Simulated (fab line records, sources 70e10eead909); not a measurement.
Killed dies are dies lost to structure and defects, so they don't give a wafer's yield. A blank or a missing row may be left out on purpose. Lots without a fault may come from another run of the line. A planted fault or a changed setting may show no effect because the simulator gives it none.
Chamber matching | flow nand_harc | NHARC_A_STAIRCASE_DESCUM_186 on rie_diel-10: 4 sister chambers
The step chemistry O2, time 3 s. 4 wafers are shown with their chamber, then 11 later ones without.

WAFERS WITH THEIR CHAMBER
wafer  | chamber | drypump_motor_current_A (A)
L077.6 | 0       | 6.1
L077.1 | 2       | 6.6
L082.5 | 3       | 5.0
L084.3 | 1       | 5.8

WAFERS WITHOUT THEIR CHAMBER
wafer  | drypump_motor_current_A (A)
L084.4 | 6.1
L084.6 | 6.0
L088.1 | 5.8
L088.3 | 6.6
L088.6 | 5.0
L088.2 | 6.0
L088.4 | 5.0
L088.5 | 6.6
L095.1 | 5.0
L095.3 | 6.0
L095.4 | 6.6

WHICH CHAMBER EACH WENT THROUGH
wafer  | from the rows above     | in truth
L084.4 | 0                       | 0
L084.6 | can't be placed: 0 or 1 | 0
L088.1 | 1                       | 1
L088.3 | 2                       | 2
L088.6 | 3                       | 3
L088.2 | can't be placed: 0 or 1 | 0
L088.4 | 3                       | 3
L088.5 | 2                       | 2
L095.1 | 3                       | 3
L095.3 | can't be placed: 0 or 1 | 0
L095.4 | 2                       | 2
Placed correctly: 8 of 11. Can't be placed from these rows: 3 (the true chamber is among the candidates in 3). Placed wrongly: 0.
How it was worked out, from the rows above alone: a wafer's distance from a chamber is the root of the sum, over the readings, of the square of ((its reading less the chamber's mean) divided by the reading's scatter). The wafer belongs to the nearest chamber; if the next one is less than 2 further off, it can't be placed. A chamber's mean is the mean of its shown wafers. The scatter: with one shown wafer a chamber, the root of the mean of the squares of how far each hidden wafer lies from its nearest shown one.
